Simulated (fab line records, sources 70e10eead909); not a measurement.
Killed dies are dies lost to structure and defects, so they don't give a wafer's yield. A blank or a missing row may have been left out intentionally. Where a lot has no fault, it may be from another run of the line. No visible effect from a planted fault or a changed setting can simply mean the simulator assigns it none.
2 desks, one fault / flow nandHarc / what lay behind the numbers comes last; until then each desk has only its own

TOOL OWNER'S DESK, ecdCu-01
The tool's own readings at NHARC_A_M0_ECD_22 (material Cu, target thk 400 nm): means of the sampled wafers that have a number, for each lot that ran on this tool. Any lot whose mean is over 4 standard deviations away from the usual mean is out of limits and marked OUT; that distance is given in the brackets.
Columns: A = bathHeatDutyPct at NHARC_A_M0_ECD_22, usual 6.6 %; B = bathTempC at NHARC_A_M0_ECD_22, usual 25.01 C
lot=L986; first seen here=day 22 20:17; A=6.1; B=25.03
lot=L988; first seen here=day 23 12:43; A=6.4; B=25.01
lot=L100; first seen here=day 28 20:03; A=6.1; B=25.06
lot=L103; first seen here=day 30 00:22; A=6.6; B=25.05
lot=L104; first seen here=day 30 17:04; A=6.1; B=25.03
Result from this desk: across the 5 lots, nothing is out of limits.

FROM THE METROLOGY DESK
Lot by lot, what the gauges showed, no matter which tool ran the lot: averages of those sampled wafers that carry a number. Any lot whose mean is over 4 standard deviations away from the usual mean is out of limits and marked OUT; that distance is given in the brackets.
Columns: A = overlayXNm at NHARC_A_BLC_OVL_MEAS_11, usual -0.2 nm; B = overlayYNm at NHARC_A_BLC_OVL_MEAS_11, usual 0.1 nm; C = thkNm at NHARC_A_M0_THK_MEAS_24, usual 114.1 nm
lot=L986; first seen here=day 22 14:44; A=-0.3; B=0.7; C=114.4
lot=L987; first seen here=day 22 23:07; A=-0.5; B=-1.2; C=113.0
lot=L988; first seen here=day 23 07:22; A=-0.3; B=0.0; C=113.7
lot=L995; first seen here=day 25 18:40; A=0.8; B=0.1; C=29.5 (-47) OUT
lot=L993; first seen here=day 25 19:47; A=-0.6; B=0.4; C=28.4 (-48) OUT
lot=L999; first seen here=day 27 18:34; A=-0.5; B=-0.5; C=113.6
lot=L101; first seen here=day 28 09:45; A=-1.4; B=-0.5; C=114.2
lot=L100; first seen here=day 28 14:38; A=1.1; B=-0.9; C=113.5
lot=L103; first seen here=day 29 18:55; A=-0.3; B=0.5; C=113.4
lot=L105; first seen here=day 30 10:36; A=-0.6; B=-0.3; C=114.9
lot=L104; first seen here=day 30 10:59; A=0.0; B=0.7; C=115.7
lot=L107; first seen here=day 31 02:45; A=-0.4; B=-0.8; C=114.4
lot=L108; first seen here=day 31 16:02; A=-0.1; B=0.8; C=116.4
lot=L109; first seen here=day 32 06:16; A=-2.5; B=1.0; C=113.2
Finding of this desk: L993, L995 out of limits; the first was L995 at day 26 01:07, on thkNm at NHARC_A_M0_THK_MEAS_24. L986, L987, L988, L999, L101, L100, L103, L105, L104, L107, L108, L109: within limits.

BROUGHT TOGETHER
At day 26 01:07 the metrology desk could have sounded an alarm, on L993, L995.
The desk of the tool owner found nothing out of limits.
The tool owner's desk has no number on record for L993, L995.
NHARC_A_M0_ECD_22 was run on ecdCu-01 by each of the lots named.

WHAT HAD BEEN PUT IN BY THE SIMULATOR
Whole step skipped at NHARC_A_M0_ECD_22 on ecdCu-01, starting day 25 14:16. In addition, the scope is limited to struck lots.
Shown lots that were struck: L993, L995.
Time in hours between the start of the fault and the first out-of-limits reading at each desk: metrology desk, 11.
